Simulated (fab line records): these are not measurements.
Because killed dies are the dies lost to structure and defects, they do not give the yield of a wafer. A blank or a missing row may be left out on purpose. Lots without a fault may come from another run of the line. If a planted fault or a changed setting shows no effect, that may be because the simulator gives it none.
Split-lot study	flow n5_finfet	7 lots, 21 wafers read, on a route of 1938 steps

THE SPLIT ITSELF
At N5_BEOL_M12_PEB_08 (peb time 90 s), the setting peb_time_s was moved away from the recipe's 90 s on 5 of the 21 wafers read, by -19.4% to +13.1%. The other wafers ran this setting at the recipe's value.

FROM THE SPLIT TO THE READING: what the file shows between them, 9 steps
- N5_BEOL_M12_DEVELOP_09: develop time 45 s
- N5_BEOL_M12_HARDBAKE_14: time 120 s
- N5_BEOL_M12_CD_MEAS_10: target cd 140 nm
- N5_BEOL_M12_DESCUM_15: chemistry O2, time 7.9 s
- N5_BEOL_M12_ETCH_59: etches BARC in N2/H2, target depth 89 nm, overetch 26.7 nm, time 67.9 s
- N5_BEOL_M12_VIA_ETCH_16: etches SiOC in C4F8/O2/Ar, target depth 724.8 nm
- N5_BEOL_M12_STRIP_63: strips in N2/H2
- N5_BEOL_M12_STRIP_71: strips in post etch residue remover, time 60 s
- N5_BEOL_M12_SRD_72: time 30 s, dry time 30 s

THE READING
At N5_BEOL_M12_CD_MEAS_17: cd_nm in nanometres, against a target cd of 140 nm. A value of 140.2 nm with a standard deviation of 2.1 nm is what fault-free wafers of this fab line usually give.

wafer	tool, chamber at the split	peb_time_s as run, s	against the recipe	cd_nm, nm	against lot-mates on the recipe
L075.2	litho_track-03, 0	90	recipe	139.3	-
L075.5	litho_track-03, 0	90	recipe	141.9	-
L075.6	litho_track-03, 0	90	recipe	139.4	-
L076.2	litho_track-03, 0	90	recipe	137.1	-
L076.5	litho_track-03, 0	90	recipe	138.9	-
L076.6	litho_track-03, 0	90	recipe	138.6	-
L078.1	litho_track-01, 0	90	recipe	143.0	-
L078.3	litho_track-01, 0	90	recipe	145.0	-
L078.6	litho_track-01, 0	76.28	-15.2%	138.1	-5.9
L081.1	litho_track-03, 0	90	recipe	138.8	-
L081.4	litho_track-03, 0	101.8	+13.1%	143.7	+4.9
L081.6	litho_track-03, 0	101.8	+13.1%	144.0	+5.2
L085.1	litho_track-03, 0	90	recipe	140.0	-
L085.3	litho_track-03, 0	90	recipe	137.6	-
L085.6	litho_track-03, 0	83.3	-7.4%	136.4	-2.4
L096.1	litho_track-01, 0	90	recipe	142.0	-
L096.3	litho_track-01, 0	90	recipe	141.2	-
L096.4	litho_track-01, 0	90	recipe	142.1	-
L097.2	litho_track-03, 0	90	recipe	139.2	-
L097.3	litho_track-03, 0	90	recipe	138.4	-
L097.6	litho_track-03, 0	72.52	-19.4%	134.5	-4.3

THE FIT
A straight line over all 21 wafers: cd_nm changes by +0.264 nm for each +1% of peb_time_s; r = +0.69; the points scatter about the line by 2 nm.
The same after taking each lot's own level away (the mean of its wafers on the recipe; 21 wafers): +0.323 nm for each +1%; r = +0.92; scatter 0.97 nm.
That fit puts the effect of the largest move of peb_time_s on the reading at 6.3 nm.
The span of the lots' own levels, 138.20 to 144.00 nm, comes to 2.8 times the standard deviation stated above.
So the lot-to-lot level blurs the effect unless lot-mates are compared.
Check: with one of the wafers moved furthest among these (-19.4%) left out of the fit, the line predicts -7.36 nm for it against its lot-mates. It came out at -4.3 nm against them.

FURTHER SPLITS ON THESE WAFERS
These wafers also went through other splits before the reading. Each is held against what the fit with the lots' levels taken away leaves over:
other split on the same wafers	wafers away from the commonest value	r with cd_nm (lot level and that fit taken away)
N5_BEOL_M10_ALD_74 ald_cycles	6	+0.05
N5_BEOL_M11_TRENCH_ETCH_37 time_s	9	-0.06
N5_BEOL_M11_DEGAS_44 temp_c	9	+0.10
N5_BEOL_M12_COAT_04 spin_rpm	2	+0.26

THE WHOLE CHAIN: every reading that the file lists as answering this split, in the file's order
step	what it does	reading	change (the file's fit)	r (the file's)
N5_BEOL_M12_CD_MEAS_10	target cd 140 nm	cd_nm	+0.288 nm for each +1% of the setting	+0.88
N5_BEOL_M12_CD_MEAS_17	target cd 140 nm	cd_nm	+0.308 nm for each +1% of the setting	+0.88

FILE'S OWN FIT
cd_nm changes by +0.308 nm for each +1% of peb_time_s, r = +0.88.
